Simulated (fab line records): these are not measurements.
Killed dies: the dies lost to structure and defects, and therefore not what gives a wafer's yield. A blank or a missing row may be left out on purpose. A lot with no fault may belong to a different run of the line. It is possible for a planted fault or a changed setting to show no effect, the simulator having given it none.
Matching of chambers || flow n5Finfet || uvCure-01 running N5_BEOL_M6_CURE_74: 3 sister chambers
The step cures SiCOH lowk, time 240 s. 6 wafers are shown with their chamber, then 11 later ones without.

== WAFERS, EACH WITH ITS CHAMBER ==
{"wafer": "L077.3", "chamber": 0, "wafer_temp_C_max": 386.0, "lampPowerPct (%)": 52.27}
{"wafer": "L077.6", "chamber": 0, "wafer_temp_C_max": 386.1, "lampPowerPct (%)": 52.30}
{"wafer": "L081.4", "chamber": 1, "wafer_temp_C_max": 386.3, "lampPowerPct (%)": 52.36}
{"wafer": "L089.5", "chamber": 2, "wafer_temp_C_max": 386.7, "lampPowerPct (%)": 52.42}
{"wafer": "L089.6", "chamber": 2, "wafer_temp_C_max": 387.1, "lampPowerPct (%)": 52.35}
{"wafer": "L091.1", "chamber": 1, "wafer_temp_C_max": 387.4, "lampPowerPct (%)": 52.30}

== WAFERS MISSING THEIR CHAMBER ==
{"wafer": "L091.3", "wafer_temp_C_max": 386.4, "lampPowerPct (%)": 52.30}
{"wafer": "L091.5", "wafer_temp_C_max": 387.2, "lampPowerPct (%)": 52.18}
{"wafer": "L093.3", "wafer_temp_C_max": 386.9, "lampPowerPct (%)": 52.31}
{"wafer": "L093.5", "wafer_temp_C_max": 387.0, "lampPowerPct (%)": 52.27}
{"wafer": "L093.6", "wafer_temp_C_max": 387.8, "lampPowerPct (%)": 52.32}
{"wafer": "L095.1", "wafer_temp_C_max": 386.9, "lampPowerPct (%)": 52.28}
{"wafer": "L095.2", "wafer_temp_C_max": 386.5, "lampPowerPct (%)": 52.26}
{"wafer": "L095.4", "wafer_temp_C_max": 386.7, "lampPowerPct (%)": 52.34}
{"wafer": "L096.1", "wafer_temp_C_max": 386.5, "lampPowerPct (%)": 52.28}
{"wafer": "L096.5", "wafer_temp_C_max": 386.6, "lampPowerPct (%)": 52.39}
{"wafer": "L096.6", "wafer_temp_C_max": 387.0, "lampPowerPct (%)": 52.33}

== THE CHAMBER EACH PASSED THROUGH ==
{"wafer": "L091.3", "from the rows above": "can't be placed: 0 or 1 or 2", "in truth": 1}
{"wafer": "L091.5", "from the rows above": "can't be placed: 0 or 1 or 2", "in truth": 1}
{"wafer": "L093.3", "from the rows above": "can't be placed: 1 or 0 or 2", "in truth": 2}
{"wafer": "L093.5", "from the rows above": "can't be placed: 1 or 0 or 2", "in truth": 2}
{"wafer": "L093.6", "from the rows above": "can't be placed: 1 or 2 or 0", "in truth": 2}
{"wafer": "L095.1", "from the rows above": "can't be placed: 1 or 0 or 2", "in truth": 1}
{"wafer": "L095.2", "from the rows above": "can't be placed: 0 or 1", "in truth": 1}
{"wafer": "L095.4", "from the rows above": "can't be placed: 1 or 2 or 0", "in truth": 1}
{"wafer": "L096.1", "from the rows above": "can't be placed: 0 or 1 or 2", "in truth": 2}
{"wafer": "L096.5", "from the rows above": "can't be placed: 2 or 1", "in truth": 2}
{"wafer": "L096.6", "from the rows above": "can't be placed: 1 or 2 or 0", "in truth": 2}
Placed correctly: 0 of 11. Not placeable from these rows: 11 (in 11, the candidates include the true chamber). Placed wrongly: 0.
How it was worked out, from the rows above alone: a wafer's distance from a chamber is the root of the sum, over the readings, of the square of ((its reading less the chamber's mean) divided by the reading's scatter). The wafer belongs to the nearest chamber; if the next one is less than 2 further off, it can't be placed. A chamber's mean is the mean of its shown wafers. The scatter is the square root of a quotient: the sum, over the shown wafers, of each reading's squared deviation from its chamber's mean, divided by wafers minus chambers.
